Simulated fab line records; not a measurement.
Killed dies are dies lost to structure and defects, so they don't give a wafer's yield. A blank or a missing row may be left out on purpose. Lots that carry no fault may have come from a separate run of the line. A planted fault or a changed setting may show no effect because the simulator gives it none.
fab line records + flow n5Finfet
record
- lots=12
- wafers=32
- lastDay=17
route steps=1938 shown BEOL_M4@1062
lots that met no fault: taken from a fault-free run of the same line
startH: the number of hours between the record's first day and the start of the first shown wafer of the lot + waitH: how many hours have passed since the lot's step before this one + " identical to the entry in the row above + L1.1+2: a row that stands for several wafers + - no value, or no start given + * or withheld: withheld + < > ~ a bound
route shown NAME@n: NAME is a module with steps in the file, n the number in the route of the first one + usual: mean/standard deviation taken from wafers without a fault + same: alike in all rows + chamber/n: place in a boat + sites: each site's reading + _std_site: the values' standard deviation + _edge_site: the outer-site mean with the inner-site mean subtracted + radiusMm: how far each site lies from the wafer's centre + mask NAME#n: copy n + behind: tool/chamber where the wafer was last shaped + hold: cause of the lot's hold/its duration in hours/its outcome + device: names the non-switching transistor (n, p or np) + end of line: the tests these same wafers got at the end of their route + a step with no rows: only its recipe + killed: at the first sort, the dies lost to defects and structure; wafer yield is something else + map: dies across one wafer; x = killed, . = not, _ = none there
set.NAME: the setting as run; set.NAME@STEP: as run at that earlier step + model.NAME: the simulator's own value behind a step, which no gauge read
steps of the route over a sample of lots; a table a step, a row a wafer
services: a tool's chamber out of use, with start hour (startH, from the record's first day; less than 0 if before it), hours out, and reason
## steps
# step N5_BEOL_M4_ALD_98
# recipe
- material=SiO2
- targetThkA=25
- tempC=100
- aldPrecursorFamily=BDEAS
- aldCoReactant=O2-plasma
- pulseTimeS=1
- coReactantPulseTimeS=1
- purgeTimeS=2
- coReactantPurgeTimeS=2
- aldCycles=17
- pressureTorr=2
# usual
- heaterPowerW=76/6.1
- precursorPulseHeightRel=0.999/0.021
| lot.wafer | tool      | chamber | startH | waitH | heaterPowerW | precursorPulseHeightRel |
|-----------|-----------|---------|--------|-------|--------------|-------------------------|
| L694.2    | aldSin-04 | 3       | 160.56 | 0.3   | 66           | 0.981                   |
| L694.3    | "         | 1       | "      | "     | 73           | 1.031                   |
| L694.6    | "         | 0       | "      | "     | 76           | 0.956                   |
| L695.1    | aldSin-04 | 0       | 165.50 | 0.1   | 76           | 0.993                   |
| L695.3    | "         | 2       | "      | "     | 80           | 0.973                   |
| L696.2    | aldSin-01 | 2       | 176.16 | 0.4   | 72           | 0.986                   |
| L696.3    | "         | 1       | "      | "     | 70           | 1.017                   |
| L696.6    | "         | 3       | "      | "     | 81           | 0.954                   |
| L698.1    | aldSin-02 | 0       | 196.76 | 0.1   | 82           | 1.051                   |
| L698.5    | "         | 1       | "      | "     | 74           | 1.019                   |
| L698.6    | "         | 0       | "      | "     | 82           | 1.000                   |
| L699.1    | aldSin-04 | 3       | 197.99 | 0.1   | 67           | 0.991                   |
| L699.2    | "         | 2       | "      | "     | 80           | 1.012                   |
| L699.6    | "         | 0       | "      | "     | 76           | 0.973                   |
| L700.3    | aldSin-04 | 1       | 203.70 | 0.1   | 74           | 1.003                   |
| L700.4    | "         | 0       | "      | "     | 75           | 1.002                   |
| L700.5    | "         | 2       | "      | "     | 80           | 1.006                   |
| L701.1    | aldSin-02 | 0       | 214.68 | 0.1   | 82           | 0.950                   |
| L701.3    | "         | 3       | "      | "     | 75           | 0.975                   |
| L708.3    | aldSin-01 | 3       | 263.60 | 0.1   | 80           | 1.008                   |
| L708.4    | "         | 0       | "      | "     | 76           | 1.012                   |
| L708.5    | "         | 3       | "      | "     | 79           | 1.008                   |
| L710.1    | aldSin-01 | 3       | 266.75 | 0.1   | 81           | 1.016                   |
| L710.2    | "         | 2       | "      | "     | 73           | 0.990                   |
| L710.4    | "         | 1       | "      | "     | 71           | 1.002                   |
| L711.3    | aldSin-02 | 0       | 275.36 | 0.2   | 82           | 1.023                   |
| L711.4    | "         | 2       | "      | "     | 91           | 1.008                   |
| L713.2    | aldSin-01 | 0       | 289.85 | 0.1   | 70           | 0.996                   |
| L713.5    | "         | 1       | "      | "     | 67           | 0.973                   |
| L716.1    | aldSin-02 | 2       | 302.72 | 0.1   | 91           | 0.978                   |
| L716.3    | "         | 1       | "      | "     | 74           | 0.986                   |
| L716.4    | "         | 3       | "      | "     | 73           | 1.028                   |
# step N5_BEOL_M4_PRE_CLEAN_45
# recipe
- gas=H2/He
- timeS=30
- tempC=250
# usual
- heaterPowerW=328/35
| lot.wafer | tool          | chamber | startH | waitH | heaterPowerW |
|-----------|---------------|---------|--------|-------|--------------|
| L694.2    | pvdSputter-02 | -       | 164.19 | 0.0   | 313          |
| L694.3    | "             | -       | "      | "     | 285          |
| L694.6    | "             | -       | "      | "     | 313          |
| L695.1    | pvdSputter-01 | -       | 168.66 | 0.0   | 393          |
| L695.3    | "             | -       | "      | "     | 281          |
| L696.2    | pvdSputter-03 | -       | 189.80 | 0.0   | 342          |
| L696.3    | "             | -       | "      | "     | 347          |
| L696.6    | "             | -       | "      | "     | 350          |
| L698.1    | pvdSputter-01 | -       | 199.18 | 0.0   | 349          |
| L698.5    | "             | -       | "      | "     | 345          |
| L698.6    | "             | -       | "      | "     | 390          |
| L699.1    | pvdSputter-03 | -       | 199.38 | 0.0   | 373          |
| L699.2    | "             | -       | "      | "     | 338          |
| L699.6    | "             | -       | "      | "     | 350          |
| L700.3    | pvdSputter-03 | -       | 205.65 | 0.0   | 384          |
| L700.4    | "             | -       | "      | "     | 309          |
| L700.5    | "             | -       | "      | "     | 327          |
| L701.1    | pvdSputter-02 | -       | 219.13 | 0.0   | 280          |
| L701.3    | "             | -       | "      | "     | 287          |
| L708.3    | pvdSputter-01 | -       | 272.12 | 0.0   | 352          |
| L708.4    | "             | -       | "      | "     | 313          |
| L708.5    | "             | -       | "      | "     | 392          |
| L710.1    | pvdSputter-02 | -       | 272.95 | 0.0   | 293          |
| L710.2    | "             | -       | "      | "     | 336          |
| L710.4    | "             | -       | "      | "     | 307          |
| L711.3    | pvdSputter-03 | -       | 276.79 | 0.0   | 370          |
| L711.4    | "             | -       | "      | "     | 321          |
| L713.2    | pvdSputter-02 | -       | 296.64 | 0.0   | 339          |
| L713.5    | "             | -       | "      | "     | 337          |
| L716.1    | pvdSputter-01 | -       | 304.53 | 0.0   | 347          |
| L716.3    | "             | -       | "      | "     | 397          |
| L716.4    | "             | -       | "      | "     | 309          |
# step N5_BEOL_M4_ANNEAL_80
# recipe
- tempC=400
- timeS=240
- ambient=vacuum
# usual
- heaterPowerW=806/86
- susceptorTempC=399.97/0.25
| lot.wafer | tool          | chamber | startH | waitH | heaterPowerW | susceptorTempC |
|-----------|---------------|---------|--------|-------|--------------|----------------|
| L694.2    | pvdSputter-01 | -       | 165.32 | 0.0   | 884          | 400.07         |
| L694.3    | "             | -       | "      | "     | 985          | 400.13         |
| L694.6    | "             | -       | "      | "     | 702          | 400.12         |
| L695.1    | pvdSputter-01 | -       | 169.66 | 0.0   | 785          | 400.22         |
| L695.3    | "             | -       | "      | "     | 692          | 400.00         |
| L696.2    | pvdSputter-03 | -       | 190.80 | 0.0   | 847          | 400.03         |
| L696.3    | "             | -       | "      | "     | 792          | 400.39         |
| L696.6    | "             | -       | "      | "     | 820          | 399.83         |
| L698.1    | pvdSputter-01 | -       | 200.10 | 0.0   | -            | -              |
| L698.5    | "             | -       | "      | "     | -            | -              |
| L698.6    | "             | -       | "      | "     | -            | -              |
| L699.1    | pvdSputter-02 | -       | 201.89 | 0.0   | -            | -              |
| L699.2    | "             | -       | "      | "     | -            | -              |
| L699.6    | "             | -       | "      | "     | -            | -              |
| L700.3    | pvdSputter-02 | -       | 206.79 | 0.0   | -            | -              |
| L700.4    | "             | -       | "      | "     | -            | -              |
| L700.5    | "             | -       | "      | "     | -            | -              |
| L701.1    | pvdSputter-02 | -       | 220.27 | 0.0   | 870          | 399.80         |
| L701.3    | "             | -       | "      | "     | 702          | 399.77         |
| L708.3    | pvdSputter-01 | -       | 272.98 | 0.0   | 773          | 399.88         |
| L708.4    | "             | -       | "      | "     | 696          | 399.59         |
| L708.5    | "             | -       | "      | "     | 767          | 400.13         |
| L710.1    | pvdSputter-02 | -       | 274.15 | 0.0   | 841          | 399.72         |
| L710.2    | "             | -       | "      | "     | 700          | 399.78         |
| L710.4    | "             | -       | "      | "     | 783          | 399.82         |
| L711.3    | pvdSputter-02 | -       | 277.85 | 0.0   | 856          | 399.87         |
| L711.4    | "             | -       | "      | "     | 718          | 399.86         |
| L713.2    | pvdSputter-03 | -       | 297.52 | 0.0   | 856          | 400.38         |
| L713.5    | "             | -       | "      | "     | 880          | 400.13         |
| L716.1    | pvdSputter-01 | -       | 306.93 | 0.0   | 858          | 400.00         |
| L716.3    | "             | -       | "      | "     | 782          | 400.00         |
| L716.4    | "             | -       | "      | "     | 704          | 399.96         |
# step N5_BEOL_M4_SPUTTER_88
# recipe
- material=Cu
- targetThkA=45
- tempC=-20
- chamberPressurePa=0.07
- powerW=withheld
- timeS=8.29
# usual
- chuckSensorTempC=-15.7/0.45
- throttleValvePct=30.1/0.91
| lot.wafer | tool          | chamber | startH | waitH | chuckSensorTempC | throttleValvePct |
|-----------|---------------|---------|--------|-------|------------------|------------------|
| L694.2    | pvdSputter-01 | -       | 165.90 | 0.1   | -16.2            | 31.9             |
| L694.3    | "             | -       | "      | "     | -15.8            | 29.6             |
| L694.6    | "             | -       | "      | "     | -15.8            | 31.0             |
| L695.1    | pvdSputter-01 | -       | 170.24 | 0.1   | -14.8            | 30.5             |
| L695.3    | "             | -       | "      | "     | -15.6            | 31.0             |
| L696.2    | pvdSputter-03 | -       | 191.38 | 0.1   | -15.6            | 29.6             |
| L696.3    | "             | -       | "      | "     | -16.2            | 30.3             |
| L696.6    | "             | -       | "      | "     | -16.0            | 30.2             |
| L698.1    | pvdSputter-01 | -       | 200.68 | 0.1   | -15.0            | 30.4             |
| L698.5    | "             | -       | "      | "     | -15.5            | 30.8             |
| L698.6    | "             | -       | "      | "     | -14.9            | 30.5             |
| L699.1    | pvdSputter-02 | -       | 202.47 | 0.1   | -15.2            | 30.1             |
| L699.2    | "             | -       | "      | "     | -15.7            | 28.8             |
| L699.6    | "             | -       | "      | "     | -16.1            | 29.2             |
| L700.3    | pvdSputter-02 | -       | 207.37 | 0.1   | -15.4            | 29.5             |
| L700.4    | "             | -       | "      | "     | -15.9            | 29.1             |
| L700.5    | "             | -       | "      | "     | -15.1            | 30.2             |
| L701.1    | pvdSputter-02 | -       | 220.85 | 0.1   | -16.3            | 29.3             |
| L701.3    | "             | -       | "      | "     | -15.4            | 29.6             |
| L708.3    | pvdSputter-01 | -       | 273.56 | 0.1   | -15.0            | 30.7             |
| L708.4    | "             | -       | "      | "     | -15.8            | 30.7             |
| L708.5    | "             | -       | "      | "     | -14.9            | 30.6             |
| L710.1    | pvdSputter-02 | -       | 274.73 | 0.1   | -16.3            | 29.0             |
| L710.2    | "             | -       | "      | "     | -15.4            | 29.7             |
| L710.4    | "             | -       | "      | "     | -15.3            | 30.5             |
| L711.3    | pvdSputter-02 | -       | 278.43 | 0.1   | -16.3            | 28.9             |
| L711.4    | "             | -       | "      | "     | -15.5            | 29.6             |
| L713.2    | pvdSputter-03 | -       | 298.10 | 0.1   | -16.5            | 30.1             |
| L713.5    | "             | -       | "      | "     | -15.6            | 29.4             |
| L716.1    | pvdSputter-01 | -       | 307.51 | 0.1   | -16.1            | 32.1             |
| L716.3    | "             | -       | "      | "     | -14.8            | 30.5             |
| L716.4    | "             | -       | "      | "     | -15.8            | 30.6             |
# step N5_BEOL_M4_RC_MEAS_101
# usual
- DIBL_N=36.3/1.6
- DIBL_P=36.2/2
- IOFF_N=0.160/0.028
- IOFF_P=0.21/0.036
- ION_N=677/11
- ION_P=465/6.9
- SS_N=71.5/0.55
- SS_P=73.3/0.64
- VT_N=250/3
- VT_P=-250/3.5
| lot.wafer | tool      | chamber | startH | waitH | DIBL_N[mV/V] | DIBL_P[mV/V] | IOFF_N[nA/um] | IOFF_P[nA/um] | ION_N[uA/um] | ION_P[uA/um] | SS_N[mV/dec] | SS_P[mV/dec] | VT_N[mV] | VT_P[mV] |
|-----------|-----------|---------|--------|-------|--------------|--------------|---------------|---------------|--------------|--------------|--------------|--------------|----------|----------|
| L694.2    | prober-02 | 0       | 168.04 | 0.2   | 35.3         | 35.1         | 0.145         | 0.20          | 682          | 464          | 70.8         | 72.4         | 250      | -248     |
| L694.3    | "         | 0       | "      | "     | 36.1         | 35.6         | 0.159         | 0.21          | 679          | 471          | 70.7         | 72.5         | 248      | -247     |
| L694.6    | "         | 0       | "      | "     | 36.5         | 36.0         | 0.167         | 0.22          | 675          | 462          | 70.7         | 72.9         | 249      | -251     |
| L695.1    | prober-01 | 0       | 172.22 | 0.0   | 32.7         | 32.0         | 0.112         | 0.15          | 668          | 454          | 70.4         | 72.0         | 253      | -257     |
| L695.3    | "         | 0       | "      | "     | 35.3         | 35.6         | 0.149         | 0.19          | 671          | 462          | 71.5         | 72.9         | 249      | -253     |
| L696.2    | prober-01 | 0       | 193.52 | 0.2   | 37.0         | 35.5         | 0.146         | 0.23          | 678          | 464          | 71.7         | 72.9         | 249      | -247     |
| L696.3    | "         | 0       | "      | "     | 38.2         | 37.4         | 0.175         | 0.26          | 678          | 474          | 71.3         | 73.4         | 247      | -245     |
| L696.6    | "         | 0       | "      | "     | 39.1         | 37.2         | 0.185         | 0.27          | 683          | 467          | 72.3         | 73.3         | 247      | -243     |
| L698.1    | prober-02 | 0       | 202.72 | 0.0   | 37.8         | 37.0         | 0.155         | 0.22          | 679          | 473          | 71.5         | 73.6         | 251      | -249     |
| L698.5    | "         | 0       | "      | "     | 38.3         | 36.7         | 0.152         | 0.22          | 662          | 469          | 71.8         | 73.4         | 253      | -248     |
| L698.6    | "         | 0       | "      | "     | 40.5         | 40.7         | 0.222         | 0.30          | 699          | 477          | 72.4         | 74.5         | 246      | -244     |
| L699.1    | prober-01 | 0       | 204.48 | 0.0   | 37.1         | 36.7         | 0.159         | 0.21          | 679          | 467          | 72.0         | 73.0         | 250      | -252     |
| L699.2    | "         | 0       | "      | "     | 37.2         | 35.5         | 0.166         | 0.20          | 671          | 459          | 72.2         | 72.8         | 247      | -250     |
| L699.6    | "         | 0       | "      | "     | 36.6         | 35.7         | 0.150         | 0.19          | 683          | 461          | 71.2         | 72.2         | 249      | -250     |
| L700.3    | prober-01 | 0       | 209.69 | 0.3   | 37.7         | 40.4         | 0.219         | 0.27          | 702          | 478          | 71.6         | 74.7         | 243      | -248     |
| L700.4    | "         | 0       | "      | "     | 35.0         | 36.8         | 0.160         | 0.20          | 675          | 459          | 71.2         | 72.7         | 250      | -252     |
| L700.5    | "         | 0       | "      | "     | 34.8         | 36.5         | 0.154         | 0.20          | 683          | 464          | 70.9         | 73.0         | 248      | -249     |
| L701.1    | prober-01 | 0       | 222.86 | 0.0   | 34.8         | 33.0         | 0.131         | 0.20          | 651          | 456          | 71.4         | 72.0         | 253      | -250     |
| L701.3    | "         | 0       | "      | "     | 36.5         | 35.5         | 0.164         | 0.24          | 671          | 465          | 71.7         | 73.1         | 249      | -245     |
| L708.3    | prober-01 | 0       | 275.85 | 0.3   | 39.2         | 41.0         | 0.242         | 0.30          | 688          | 471          | 72.4         | 74.4         | 243      | -245     |
| L708.4    | "         | 0       | "      | "     | 36.6         | 37.4         | 0.177         | 0.23          | 682          | 470          | 72.3         | 73.9         | 247      | -248     |
| L708.5    | "         | 0       | "      | "     | 36.7         | 37.9         | 0.181         | 0.24          | 679          | 469          | 72.8         | 73.5         | 247      | -246     |
| L710.1    | prober-02 | 0       | 276.75 | 0.0   | 34.3         | 35.0         | 0.128         | 0.18          | 662          | 465          | 71.2         | 72.5         | 253      | -251     |
| L710.2    | "         | 0       | "      | "     | 33.1         | 34.0         | 0.112         | 0.17          | 660          | 458          | 71.3         | 72.6         | 255      | -252     |
| L710.4    | "         | 0       | "      | "     | 35.6         | 37.1         | 0.155         | 0.21          | 689          | 472          | 71.4         | 73.0         | 249      | -252     |
| L711.3    | prober-01 | 0       | 280.76 | 0.3   | 36.1         | 36.7         | 0.142         | 0.19          | 666          | 457          | 71.4         | 73.5         | 254      | -251     |
| L711.4    | "         | 0       | "      | "     | 34.9         | 35.5         | 0.133         | 0.18          | 673          | 463          | 71.2         | 72.8         | 252      | -251     |
| L713.2    | prober-01 | 0       | 300.23 | 0.2   | 33.4         | 31.5         | 0.118         | 0.16          | 669          | 455          | 71.0         | 72.4         | 252      | -255     |
| L713.5    | "         | 0       | "      | "     | 32.2         | 30.3         | 0.107         | 0.15          | 668          | 461          | 69.9         | 72.7         | 255      | -254     |
| L716.1    | prober-02 | 0       | 309.49 | 0.0   | 36.5         | 36.4         | 0.155         | 0.19          | 671          | 453          | 72.0         | 73.5         | 250      | -254     |
| L716.3    | "         | 0       | "      | "     | 35.6         | 35.2         | 0.144         | 0.16          | 678          | 456          | 71.4         | 73.4         | 251      | -257     |
| L716.4    | "         | 0       | "      | "     | 36.0         | 35.8         | 0.139         | 0.17          | 670          | 452          | 71.6         | 73.5         | 249      | -253     |
## services
| tool          | chamber | startH | hours | kind      |
|---------------|---------|--------|-------|-----------|
| aldSin-01     | -       | 155.04 | 6.0   | pm        |
| pvdSputter-03 | -       | 169.46 | 17.4  | repair    |
| aldSin-02     | 2       | 194.87 | 14.8  | repair    |
| aldSin-01     | 0       | 198.51 | 5.1   | repair    |
| aldSin-01     | -       | 204.82 | 0.7   | repair    |
| aldSin-04     | 0       | 233.04 | 9.8   | repair    |
| aldSin-04     | 1       | 248.66 | 3.8   | repair    |
| pvdSputter-01 | -       | 265.60 | 4.9   | repair    |
| aldSin-02     | 1       | 268.75 | 5.8   | repair    |
| aldSin-01     | -       | 269.38 | 14.0  | pm        |
| aldSin-01     | 0       | 269.38 | 14.0  | ventCycle |
| aldSin-01     | 1       | 269.38 | 14.0  | ventCycle |
| aldSin-01     | 2       | 269.38 | 14.0  | ventCycle |
| aldSin-01     | 3       | 269.38 | 14.0  | ventCycle |
| aldSin-01     | 0       | 283.38 | -     | clean     |
| aldSin-01     | 1       | 283.38 | -     | clean     |
| aldSin-01     | 2       | 283.38 | -     | clean     |
| aldSin-01     | 3       | 283.38 | -     | clean     |
| aldSin-04     | -       | 284.94 | 1.0   | repair    |
| aldSin-01     | -       | 285.63 | 0.3   | repair    |
| aldSin-02     | 3       | 286.10 | 5.7   | repair    |
| aldSin-01     | 3       | 286.85 | 9.9   | repair    |
| aldSin-01     | -       | 303.76 | 1.2   | repair    |
| pvdSputter-02 | -       | 306.05 | 1.9   | repair    |
## key
firstSign
- step=N5_BEOL_M4_ANNEAL_80
- reading=toolRecord
- direction=missing
effect none on later readings
metAt N5_BEOL_M4_ANNEAL_80
struckLots L698,L699,L700
baselineLoss
- step=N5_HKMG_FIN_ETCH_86
- wafers=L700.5
notActingAt N5_BEOL_M4_ALD_98,N5_BEOL_M4_PRE_CLEAN_45,N5_BEOL_M4_SPUTTER_88
onsetBetween 169.66 200.10
fault
- kind=skippedStepWhole
- tool=pvdSputter-01,pvdSputter-02
- chamber=-
- onsetH=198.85
- steps=N5_BEOL_M4_ANNEAL_80
- scope=struckLotsOnly
# baselineLoss: these wafers lose ten dies or more at that step, a loss of the line's own and not of a fault; the sort's usual values leave them out
